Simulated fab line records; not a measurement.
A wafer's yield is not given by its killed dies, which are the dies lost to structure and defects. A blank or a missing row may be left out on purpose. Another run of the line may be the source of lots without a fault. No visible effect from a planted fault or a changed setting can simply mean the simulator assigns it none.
Split-lot trial | flow n5-finfet | route with 1938 steps; 7 lots, 39 wafers read

## THE SPLIT ITSELF
At N5_MIM_BOT_LITHO_DEVELOP_07 (develop time 60 s), the setting develop-time-s was moved away from the recipe's 60 s on 12 of the 39 wafers read, by -53.7% to +38.8%. All remaining wafers had this setting at the recipe value.

## FROM SPLIT TO READING: 1 step shown by the file between the two
- N5_MIM_BOT_LITHO_HARDBAKE_09: time 120 s

## THE READING
At N5_MIM_BOT_LITHO_CD_MEAS_08: cd-nm in nanometres, against a target cd of 3000 nm. On this fab line, fault-free wafers typically give 2998.5 nm with a standard deviation of 2 nm.

wafer  | tool, chamber at the split | develop-time-s as run, s | against the recipe | cd-nm, nm | against lot-mates on the recipe
L078.1 | litho-track-03, 0          | 47.38                    | -21.0%             | 2997.6    | -4.2
L078.2 | litho-track-03, 0          | 47.38                    | -21.0%             | 2997.2    | -4.6
L078.3 | litho-track-03, 0          | 60                       | recipe             | 3002.5    | -
L078.4 | litho-track-03, 0          | 60                       | recipe             | 3001.2    | -
L078.5 | litho-track-03, 0          | 60                       | recipe             | 3001.8    | -
L078.6 | litho-track-03, 0          | 47.38                    | -21.0%             | 2995.4    | -6.4
L084.1 | litho-track-03, 0          | 60                       | recipe             | 2996.9    | -
L084.2 | litho-track-03, 0          | 60                       | recipe             | 3000.3    | -
L084.3 | litho-track-03, 0          | 60                       | recipe             | 2996.4    | -
L084.4 | litho-track-03, 0          | 60                       | recipe             | 2998.4    | -
L084.5 | litho-track-03, 0          | 60                       | recipe             | 2996.1    | -
L084.6 | litho-track-03, 0          | 60                       | recipe             | 2996.5    | -
L083.1 | litho-track-04, 0          | 60                       | recipe             | 3000.9    | -
L083.3 | litho-track-04, 0          | 60                       | recipe             | 3001.5    | -
L083.4 | litho-track-04, 0          | 60                       | recipe             | 3000.6    | -
L091.1 | litho-track-04, 0          | 60                       | recipe             | 2999.9    | -
L091.2 | litho-track-04, 0          | 27.8                     | -53.7%             | 2982.7    | -16.3
L091.3 | litho-track-04, 0          | 27.8                     | -53.7%             | 2982.0    | -17.0
L091.4 | litho-track-04, 0          | 60                       | recipe             | 2999.3    | -
L091.5 | litho-track-04, 0          | 60                       | recipe             | 2997.9    | -
L091.6 | litho-track-04, 0          | 27.8                     | -53.7%             | 2984.9    | -14.1
L086.1 | litho-track-03, 0          | 83.27                    | +38.8%             | 3004.0    | +4.3
L086.2 | litho-track-03, 0          | 60                       | recipe             | 2999.3    | -
L086.3 | litho-track-03, 0          | 83.27                    | +38.8%             | 3007.1    | +7.4
L086.4 | litho-track-03, 0          | 83.27                    | +38.8%             | 3004.3    | +4.6
L086.5 | litho-track-03, 0          | 60                       | recipe             | 3001.3    | -
L086.6 | litho-track-03, 0          | 60                       | recipe             | 2998.6    | -
L094.1 | litho-track-03, 0          | 43.11                    | -28.1%             | 2991.6    | -7.7
L094.2 | litho-track-03, 0          | 60                       | recipe             | 2998.3    | -
L094.3 | litho-track-03, 0          | 43.11                    | -28.1%             | 2994.4    | -4.9
L094.4 | litho-track-03, 0          | 60                       | recipe             | 3000.5    | -
L094.5 | litho-track-03, 0          | 60                       | recipe             | 2999.0    | -
L094.6 | litho-track-03, 0          | 43.11                    | -28.1%             | 2995.1    | -4.2
L097.1 | litho-track-03, 0          | 60                       | recipe             | 2998.4    | -
L097.2 | litho-track-03, 0          | 60                       | recipe             | 3001.1    | -
L097.3 | litho-track-03, 0          | 60                       | recipe             | 2998.3    | -
L097.4 | litho-track-03, 0          | 60                       | recipe             | 2998.3    | -
L097.5 | litho-track-03, 0          | 60                       | recipe             | 2996.5    | -
L097.6 | litho-track-03, 0          | 60                       | recipe             | 2996.2    | -

FIT RESULTS
A straight line over all 39 wafers: cd-nm changes by +0.227 nm for each +1% of develop-time-s; r = +0.90; the points scatter about the line by 2.3 nm.
The same after taking each lot's own level away (the mean of its wafers on the recipe; 39 wafers): +0.23 nm for each +1%; r = +0.93; scatter 1.8 nm.
Per that fit: largest develop-time-s move, reading shift of 12 nm.
Measured against the standard deviation above, the lots' own levels, which go from 2997.43 to 3001.83 nm, span 2.2 times it.
So the lot-to-lot level changes the slope little: the two slopes agree.
Check: with one of the wafers moved furthest among these (-53.7%) left out of the fit, the line predicts -12.1 nm for it against its lot-mates. Against them it came out at -16.3 nm.

## ADDITIONAL SPLITS CARRIED BY THESE WAFERS
Before the reading, these wafers also passed through other splits. Each is held against what the fit with the lots' levels taken away leaves over:
other split on the same wafers    | wafers away from the commonest value | r with cd-nm (lot level and that fit taken away)
N5_BEOL_M1_HM_DEP_02 target-thk-a | 9                                    | -0.05
N5_BEOL_M5_ILD_DEP_00 time-s      | 9                                    | -0.17
N5_BEOL_M8_ETCH_66 target-depth-a | 18                                   | -0.10
N5_BEOL_M12_ETCH_68 time-s        | 18                                   | +0.14
N5_BEOL_M14_ETCH_68 time-s        | 12                                   | +0.07

## FILE'S OWN FIT
cd-nm changes by +0.235 nm for each +1% of develop-time-s, r = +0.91.
